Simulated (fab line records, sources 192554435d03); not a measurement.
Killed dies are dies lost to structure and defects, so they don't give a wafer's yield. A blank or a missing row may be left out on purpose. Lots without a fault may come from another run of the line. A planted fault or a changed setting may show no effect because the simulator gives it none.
fab line records | flow n5_finfet | part 1 of 2: steps 1 to 4 of 6
record lots=23 wafers=69 last_day=17
route steps=1938 shown STI_FIN_REVEAL@189 DUMMY_GATE@234
lots that met no fault: from a run of the same line without faults
start_h: hours from the record's first day to the start of the lot's first wafer shown | wait_h: hours since the lot's step before | " the same as in the row above | L1.1+2: a row that stands for several wafers | - no value, or no start given | * or withheld: withheld | < > ~ a bound
route shown NAME@n: a module of which the file shows steps, and the number in the route of the first | usual: mean/standard deviation of fault-free wafers | same: alike in all rows | chamber/n: place in a boat | sites: the reading at each site | _std_site: their standard deviation | _edge_site: outer sites' mean less inner sites' | radius_mm: how far each site lies from the wafer's centre | mask NAME#n: copy n | behind: the tool/chamber that last shaped the wafer | hold: why the lot was held/for how many hours/how that ended | device: the transistor (n, p or np) that didn't switch | end of line: the same wafers' tests at the end of the route | a step without rows: its recipe alone | killed: dies lost to structure and defects at the first sort, not the wafer's yield | map: a wafer's dies, x killed, . not, _ none there
set.NAME: the setting as run; set.NAME@STEP: as run at that earlier step | model.NAME: the simulator's own value behind a step, which no gauge read
steps of the route over a sample of lots; a table a step, a row a wafer
services: from which hour (start_h, from the record's first day; less than 0 if before it) a tool's chamber was out of use, for how many hours, and why
## steps
# step N5_STI_FIN_REVEAL_DENSIFY_30
# recipe temp_c=* time_s=* ambient=N2 idle_temp_c=600 ramp_up_c_per_s=150 ramp_down_c_per_s=60 cool_to_c=600
# usual lamp_power_pct=11.54/0.055 lamp_zone_7_pct=11.965/0.016 wafer_temp_C_max=*
# columns lot.wafer tool chamber start_h wait_h lamp_power_pct lamp_zone_7_pct wafer_temp_C_max
L074.4 rtp_anneal-02 0 38.54 1.4 11.51 11.961 *
L074.5 " 0 " " 11.49 11.955 *
L074.6 " 0 " " 11.55 11.940 *
L075.2 rtp_anneal-02 0 41.03 0.4 11.51 11.968 *
L075.3 " 0 " " 11.49 11.953 *
L075.4 " 0 " " 11.52 11.969 *
L076.1 rtp_anneal-02 0 46.76 0.2 11.50 11.953 *
L076.3 " 0 " " 11.49 11.935 *
L076.4 " 0 " " 11.59 11.966 *
L077.2 rtp_anneal-02 0 54.41 0.2 11.54 11.980 *
L077.4 " 0 " " 11.45 11.942 *
L077.5 " 0 " " 11.45 11.943 *
L078.1 rtp_anneal-02 0 61.02 0.3 11.57 11.968 *
L078.2 " 0 " " 11.59 11.962 *
L078.4 " 0 " " 11.61 11.967 *
L079.2 rtp_anneal-02 0 64.99 0.2 11.57 11.995 *
L079.3 " 0 " " 11.55 11.965 *
L079.5 " 0 " " 11.51 11.959 *
L080.1 rtp_anneal-02 0 70.36 0.1 11.51 11.969 *
L080.5 " 0 " " 11.58 11.938 *
L080.6 " 0 " " 11.56 11.971 *
L081.2 rtp_anneal-02 0 76.60 0.2 11.60 11.967 *
L081.3 " 0 " " 11.62 11.956 *
L081.5 " 0 " " 11.59 11.983 *
L082.1 rtp_anneal-01 0 82.87 0.1 11.44 11.951 *
L082.4 " 0 " " 11.55 11.956 *
L082.6 " 0 " " 11.50 11.996 *
L083.1 rtp_anneal-02 0 90.82 0.0 11.64 11.970 *
L083.2 " 0 " " 11.59 11.974 *
L083.5 " 0 " " 11.68 11.955 *
L084.1 rtp_anneal-02 0 97.29 0.0 11.43 11.977 *
L084.2 " 0 " " 11.55 11.960 *
L084.4 " 0 " " 11.58 11.982 *
L085.2 rtp_anneal-02 0 104.74 0.1 11.48 11.942 *
L085.5 " 0 " " 11.56 11.935 *
L085.6 " 0 " " 11.52 11.965 *
L086.1 rtp_anneal-01 0 108.60 0.2 11.47 11.981 *
L086.3 " 0 " " 11.47 11.984 *
L086.4 " 0 " " 11.62 11.960 *
L087.3 rtp_anneal-02 0 112.65 0.1 11.51 11.957 *
L087.4 " 0 " " 11.55 11.957 *
L087.6 " 0 " " 11.49 11.966 *
L088.3 rtp_anneal-01 0 120.85 0.2 11.51 11.954 *
L088.5 " 0 " " 11.57 11.982 *
L088.6 " 0 " " 11.61 11.994 *
L089.4 rtp_anneal-01 0 125.87 0.1 11.51 11.951 *
L089.5 " 0 " " 11.54 11.962 *
L089.6 " 0 " " 11.57 11.988 *
L090.3 rtp_anneal-02 0 132.93 0.3 11.57 11.956 *
L090.5 " 0 " " 11.47 11.969 *
L090.6 " 0 " " 11.59 11.963 *
L091.1 rtp_anneal-02 0 139.09 0.0 11.56 11.957 *
L091.4 " 0 " " 11.58 11.978 *
L091.5 " 0 " " 11.53 11.982 *
L092.1 rtp_anneal-02 0 144.97 0.0 11.59 11.991 *
L092.3 " 0 " " 11.57 11.953 *
L092.6 " 0 " " 11.50 11.967 *
L093.2 rtp_anneal-01 0 149.51 0.1 11.57 11.940 *
L093.4 " 0 " " 11.47 11.943 *
L093.6 " 0 " " 11.54 11.956 *
L094.1 rtp_anneal-01 0 154.36 0.0 11.54 11.976 *
L094.2 " 0 " " 11.61 11.972 *
L094.6 " 0 " " 11.58 11.956 *
L096.1 rtp_anneal-01 0 165.22 0.0 11.52 11.984 *
L096.2 " 0 " " 11.52 11.943 *
L096.6 " 0 " " 11.55 11.965 *
L097.1 rtp_anneal-01 0 171.46 0.0 11.56 11.992 *
L097.3 " 0 " " 11.51 11.962 *
L097.5 " 0 " " 11.61 11.961 *
# step N5_STI_FIN_REVEAL_ETCHBACK_08
# recipe chemistry=C4F6/O2 target=SiO2 target_depth_a=305 time_s=10.167 ion_energy_ev=250 pressure_mtorr=30 source_w=345 bias_w=185 Ar_flow_sccm=300 C4F6_flow_sccm=10 O2_flow_sccm=10
# usual drypump_motor_current_A=5.6/0.52 oes_product_au=0.83/0.084 rf_vpp_V=664/7 showerhead_plenum_p_Torr=2.86/0.11 throttle_valve_pct=21.09/0.18
# columns lot.wafer tool chamber start_h wait_h drypump_motor_current_A oes_product_au rf_hours_counter_h rf_vpp_V showerhead_plenum_p_Torr throttle_valve_pct
L074.4 rie_diel-02 2 38.75 0.2 5.8 0.89 24 654 3.01 20.89
L074.5 " 2 " " 5.8 0.89 - 656 3.01 20.88
L074.6 " 3 " " 4.7 0.92 - 663 2.78 21.12
L075.2 rie_diel-06 0 41.21 0.2 5.3 0.68 246 661 2.69 21.39
L075.3 " 1 " " 6.7 0.85 65 667 2.75 21.07
L075.4 " 0 " " 5.3 0.68 - 662 2.69 21.37
L076.1 rie_diel-02 3 46.97 0.2 4.7 0.92 19 666 2.77 21.12
L076.3 " 1 " " 5.6 0.95 8 663 2.89 20.74
L076.4 " 0 " " 5.8 0.71 248 660 2.93 21.19
L077.2 rie_diel-06 3 54.61 0.2 5.1 0.92 16 681 3.00 21.00
L077.4 " 3 " " 5.1 0.92 - 682 3.00 21.00
L077.5 " 0 " " 5.3 0.67 - 661 2.69 21.41
L078.1 rie_diel-02 2 61.25 0.2 5.7 0.88 33 653 3.01 20.92
L078.2 " 1 " " 5.6 0.93 13 663 2.89 20.74
L078.4 " 2 " " 5.7 0.88 - 654 3.01 20.92
L079.2 rie_diel-01 1 65.20 0.2 5.3 0.74 168 665 2.84 21.19
L079.3 " 2 " " 6.3 0.73 212 660 2.81 21.19
L079.5 " 2 " " 6.4 0.73 - 660 2.81 21.17
L080.1 rie_diel-06 1 70.59 0.2 6.7 0.83 78 667 2.75 21.09
L080.5 " 3 " " 5.1 0.91 - 682 3.00 21.01
L080.6 " 1 " " 6.7 0.83 - 666 2.75 21.10
L081.2 rie_diel-01 1 76.78 0.2 5.3 0.72 171 666 2.84 21.18
L081.3 " 0 " " 6.1 0.75 181 658 2.73 21.34
L081.5 " 0 " " 6.1 0.75 - 656 2.73 21.37
L082.1 rie_diel-02 0 83.14 0.2 5.8 0.96 4 657 2.93 20.87
L082.4 " 2 " " 5.7 0.86 41 654 3.01 20.91
L082.6 " 2 " " 5.8 0.86 - 656 3.01 20.93
L083.1 rie_diel-02 0 91.27 0.4 5.8 0.92 8 660 2.92 20.87
L083.2 " 3 " " 4.8 0.87 37 664 2.77 21.14
L083.5 " 0 " " 5.8 0.93 - 659 2.92 20.87
L084.1 rie_diel-06 3 97.50 0.2 5.1 0.89 33 680 3.00 21.05
L084.2 " 0 " " 5.3 0.96 1 675 3.02 21.07
L084.4 " 2 " " 5.4 0.94 14 672 3.03 21.23
L085.2 rie_diel-02 0 105.15 0.4 5.8 0.91 14 658 2.92 20.88
L085.5 " 0 " " 5.8 0.92 - 658 2.92 20.88
L085.6 " 1 " " 5.6 0.89 - 663 2.88 20.78
L086.1 rie_diel-01 1 108.91 0.3 5.3 0.71 185 665 2.83 21.20
L086.3 " 3 " " 5.7 0.91 8 667 2.78 21.07
L086.4 " 0 " " 6.1 0.74 196 657 2.72 21.37
L087.3 rie_diel-02 0 113.09 0.4 5.8 0.91 17 659 2.92 20.89
L087.4 " 3 " " 4.7 0.86 46 662 2.76 21.16
L087.6 " 3 " " 4.7 0.86 - 666 2.76 21.14
L088.3 rie_diel-02 2 121.01 0.1 5.8 0.84 59 655 3.00 20.95
L088.5 " 1 " " 5.6 0.88 - 662 2.88 20.79
L088.6 " 2 " " 5.7 0.84 - 654 3.00 20.97
L089.4 rie_diel-02 2 126.10 0.2 5.8 0.84 62 655 3.00 20.96
L089.5 " 3 " " 4.7 0.85 - 664 2.76 21.16
L089.6 " 0 " " 5.8 0.89 - 658 2.92 20.89
L090.3 rie_diel-06 3 133.31 0.3 5.1 0.89 36 679 2.99 21.05
L090.5 " 0 " " 5.3 0.95 - 673 3.02 21.07
L090.6 " 1 " " 6.7 0.81 - 665 2.74 21.12
L091.1 rie_diel-01 0 139.33 0.2 6.1 0.73 211 654 2.72 21.39
L091.4 " 2 " " 6.4 0.70 245 659 2.79 21.24
L091.5 " 1 " " 5.3 0.70 - 665 2.82 21.22
L092.1 rie_diel-02 2 145.21 0.2 5.8 0.83 69 655 2.99 20.97
L092.3 " 1 " " 5.6 0.86 51 661 2.87 20.80
L092.6 " 3 " " 4.7 0.84 - 663 2.76 21.17
L093.2 rie_diel-01 1 149.69 0.2 5.3 0.70 204 663 2.82 21.23
L093.4 " 2 " " 6.3 0.70 248 659 2.79 21.24
L093.6 " 0 " " 6.1 0.73 - 656 2.72 21.42
L094.1 rie_diel-06 2 154.58 0.2 5.4 0.91 26 669 3.02 21.24
L094.2 " 1 " " 6.7 0.81 100 666 2.74 21.13
L094.6 " 2 " " 5.4 0.91 - 672 3.02 21.25
L096.1 rie_diel-01 1 165.44 0.2 5.3 0.70 212 666 2.82 21.25
L096.2 " 0 " " 6.1 0.73 222 656 2.71 21.42
L096.6 " 1 " " 5.3 0.69 - 664 2.82 21.24
L097.1 rie_diel-06 2 171.67 0.2 5.4 0.89 31 670 3.02 21.26
L097.3 " 1 " " 6.7 0.81 106 664 2.73 21.14
L097.5 " 3 " " 5.1 0.87 - 680 2.99 21.06
# step N5_DUMMY_GATE_DESCUM_20
# recipe chemistry=O2 time_s=6.2 source_power_w=50 bias_power_w=20 pressure_mtorr=20 rf_frequency_hz=2.712e+07 temp_c=40 resist=CAR-EUV o2_flow_sccm=225
# usual drypump_motor_current_A=5.6/0.53 oes_product_au=0.76/0.081 rf_vpp_V=242.8/1.5 showerhead_plenum_p_Torr=2.07/0.073 throttle_valve_pct=20.36/0.27
# columns lot.wafer tool chamber start_h wait_h drypump_motor_current_A oes_product_au rf_hours_counter_h rf_vpp_V showerhead_plenum_p_Torr throttle_valve_pct
L074.4 rie_diel-04 0 51.64 0.1 5.1 0.73 170 242.4 2.00 20.23
L074.5 " 2 " " 6.3 0.73 - 242.9 2.09 20.66
L074.6 " 3 " " 6.1 0.81 - 242.1 2.04 20.40
L075.2 rie_diel-03 2 54.05 0.0 6.6 0.80 116 244.2 2.21 20.33
L075.3 " 0 " " 5.7 0.72 203 240.5 2.08 20.62
L075.4 " 3 " " 5.4 0.71 218 241.9 2.08 20.78
L076.1 rie_diel-04 2 59.47 0.0 6.3 0.73 182 242.8 2.09 20.66
L076.3 " 0 " " 5.1 0.73 173 241.0 1.99 20.23
L076.4 " 1 " " 5.0 0.75 132 241.0 2.02 20.40
L077.2 rie_diel-04 3 66.37 0.0 6.1 0.81 91 242.8 2.03 20.41
L077.4 " 0 " " 5.1 0.73 174 240.5 1.99 20.24
L077.5 " 3 " " 6.1 0.82 - 241.0 2.03 20.40
L078.1 rie_diel-04 3 74.84 0.0 6.1 0.80 94 242.3 2.03 20.41
L078.2 " 1 " " 5.0 0.75 136 240.5 2.01 20.41
L078.4 " 2 " " 6.3 0.72 185 244.1 2.09 20.68
L079.2 rie_diel-05 1 76.90 0.1 5.8 0.72 204 241.6 1.99 20.38
L079.3 " 2 " " 5.7 0.68 207 244.3 2.16 20.04
L079.5 " 3 " " 5.0 0.70 - 241.6 2.05 19.98
L080.1 rie_diel-04 0 83.65 0.1 5.1 0.73 179 240.9 1.99 20.24
L080.5 " 3 " " 6.0 0.80 - 241.9 2.03 20.41
L080.6 " 2 " " 6.3 0.72 - 242.2 2.08 20.66
L081.2 rie_diel-04 1 88.68 0.0 5.0 0.74 140 242.2 2.01 20.41
L081.3 " 0 " " 5.1 0.73 180 240.8 1.99 20.26
L081.5 " 3 " " 6.0 0.80 - 242.4 2.03 20.42
L082.1 rie_diel-05 1 95.54 0.4 5.8 0.71 211 241.1 1.99 20.39
L082.4 " 3 " " 5.0 0.70 223 242.5 2.04 19.99
L082.6 " 3 " " 5.0 0.70 - 245.0 2.04 19.99
L083.1 rie_diel-03 1 105.77 0.0 4.9 0.91 18 244.9 2.22 20.56
L083.2 " 0 " " 5.6 0.70 218 241.4 2.08 20.65
L083.5 " 0 " " 5.6 0.70 - 244.7 2.08 20.67
L084.1 rie_diel-04 1 111.60 0.2 5.0 0.74 147 240.8 2.01 20.42
L084.2 " 3 " " 6.1 0.80 104 242.0 2.03 20.42
L084.4 " 0 " " 5.1 0.72 187 240.7 1.99 20.25
L085.2 rie_diel-05 3 117.36 0.0 5.0 0.68 230 242.3 2.04 20.00
L085.5 " 0 " " 5.5 0.93 - 245.6 2.13 19.81
L085.6 " 1 " " 5.8 0.71 - 242.1 1.99 20.40
L086.1 rie_diel-05 1 125.05 0.0 5.8 0.72 219 241.3 1.99 20.40
L086.3 " 0 " " 5.5 0.94 24 243.6 2.13 19.82
L086.4 " 3 " " 5.0 0.68 - 242.0 2.04 20.01
L087.3 rie_diel-04 3 126.86 0.1 6.1 0.78 109 243.1 2.03 20.42
L087.4 " 2 " " 6.2 0.71 201 242.5 2.08 20.69
L087.6 " 3 " " 6.1 0.79 - 241.7 2.03 20.44
L088.3 rie_diel-04 1 133.73 0.0 5.0 0.73 154 241.5 2.01 20.44
L088.5 " 0 " " 5.1 0.72 - 243.0 1.99 20.29
L088.6 " 1 " " 5.0 0.73 - 243.2 2.01 20.42
L089.4 rie_diel-05 2 141.50 0.2 5.7 0.68 225 245.4 2.16 20.06
L089.5 " 3 " " 5.0 0.67 - 242.0 2.04 20.01
L089.6 " 0 " " 5.5 0.92 - 244.3 2.13 19.85
L090.3 rie_diel-03 3 145.46 0.0 5.4 0.68 246 241.9 2.07 20.81
L090.5 " 1 " " 4.9 0.89 - 246.0 2.21 20.59
L090.6 " 2 " " 6.6 0.76 - 245.9 2.20 20.38
L091.1 rie_diel-04 0 152.25 0.0 5.1 0.70 199 241.2 1.99 20.27
L091.4 " 2 " " 6.3 0.71 210 242.2 2.08 20.69
L091.5 " 2 " " 6.3 0.71 - 244.7 2.08 20.70
L092.1 rie_diel-03 3 157.69 0.2 5.4 0.69 249 242.7 2.06 20.83
L092.3 " 1 " " 4.9 0.88 36 244.0 2.21 20.60
L092.6 " 0 " " 5.6 0.69 - 242.7 2.07 20.69
L093.2 rie_diel-03 2 165.65 0.4 6.6 0.77 149 245.6 2.19 20.39
L093.4 " 1 " " 4.9 0.88 - 244.9 2.21 20.61
L093.6 " 0 " " 5.6 0.69 - 243.1 2.07 20.67
L094.1 rie_diel-05 2 166.78 0.0 5.7 0.68 233 242.6 2.15 20.06
L094.2 " 0 " " 5.5 0.91 39 244.0 2.12 19.83
L094.6 " 3 " " 5.0 0.68 - 242.1 2.04 20.02
L096.1 rie_diel-04 3 177.90 0.5 6.1 0.77 126 241.5 2.02 20.45
L096.2 " 0 " " 5.1 0.70 208 241.9 1.98 20.30
L096.6 " 2 " " 6.2 0.69 - 242.4 2.07 20.71
L097.1 rie_diel-05 1 184.58 0.5 5.8 0.68 240 241.3 1.98 20.41
L097.3 " 2 " " 5.7 0.66 239 246.5 2.15 20.07
L097.5 " 0 " " 5.5 0.89 - 243.3 2.12 19.85
# step N5_DUMMY_GATE_CD_MEAS_50
# recipe target_cd_nm=14
# usual cd_nm=14.1/0.31
# columns lot.wafer tool chamber start_h wait_h cd_nm
L074.4 cd_sem-01 - 52.02 0.0 14.0
L074.5 " - " " 14.3
L074.6 " - " " 13.9
L075.2 cd_sem-02 - 54.62 0.0 14.0
L075.3 " - " " 14.3
L075.4 " - " " 14.1
L076.1 cd_sem-03 - 59.84 0.0 14.3
L076.3 " - " " 13.6
L076.4 " - " " 13.5
L077.2 cd_sem-03 - 66.74 0.0 14.0
L077.4 " - " " 14.5
L077.5 " - " " 14.1
L078.1 cd_sem-03 - 75.22 0.0 14.0
L078.2 " - " " 13.9
L078.4 " - " " 14.0
L079.2 cd_sem-03 - 77.28 0.0 14.8
L079.3 " - " " 14.1
L079.5 " - " " 13.9
L080.1 cd_sem-02 - 84.03 0.0 13.7
L080.5 " - " " 14.4
L080.6 " - " " 14.0
L081.2 cd_sem-01 - 89.06 0.0 13.7
L081.3 " - " " 14.1
L081.5 " - " " 14.2
L082.1 cd_sem-02 - 95.93 0.0 13.9
L082.4 " - " " 13.9
L082.6 " - " " 14.2
L083.1 cd_sem-02 - 106.51 0.0 13.9
L083.2 " - " " 14.5
L083.5 " - " " 13.7
L084.1 cd_sem-02 - 112.05 0.0 13.6
L084.2 " - " " 14.2
L084.4 " - " " 14.4
L085.2 cd_sem-01 - 117.74 0.0 14.7
L085.5 " - " " 13.8
L085.6 " - " " 14.3
L086.1 cd_sem-03 - 125.42 0.0 14.5
L086.3 " - " " 14.6
L086.4 " - " " 14.3
L087.3 cd_sem-03 - 127.28 0.0 13.9
L087.4 " - " " 13.9
L087.6 " - " " 13.7
L088.3 cd_sem-03 - 134.14 0.0 13.9
L088.5 " - " " 14.3
L088.6 " - " " 13.6
L089.4 cd_sem-01 - 142.10 0.0 14.0
L089.5 " - " " 14.2
L089.6 " - " " 14.1
L090.3 cd_sem-01 - 145.84 0.0 14.1
L090.5 " - " " 13.7
L090.6 " - " " 13.9
L091.1 cd_sem-03 - 152.72 0.0 14.3
L091.4 " - " " 14.5
L091.5 " - " " 14.1
L092.1 cd_sem-03 - 158.06 0.0 13.7
L092.3 " - " " 13.7
L092.6 " - " " 14.1
L093.2 cd_sem-01 - 166.03 0.0 13.9
L093.4 " - " " 13.5
L093.6 " - " " 14.2
L094.1 cd_sem-01 - 167.15 0.0 14.2
L094.2 " - " " 14.1
L094.6 " - " " 13.8
L096.1 cd_sem-02 - 178.45 0.0 14.2
L096.2 " - " " 14.1
L096.6 " - " " 13.9
L097.1 cd_sem-01 - 184.95 0.0 14.2
L097.3 " - " " 13.6
L097.5 " - " " 14.5
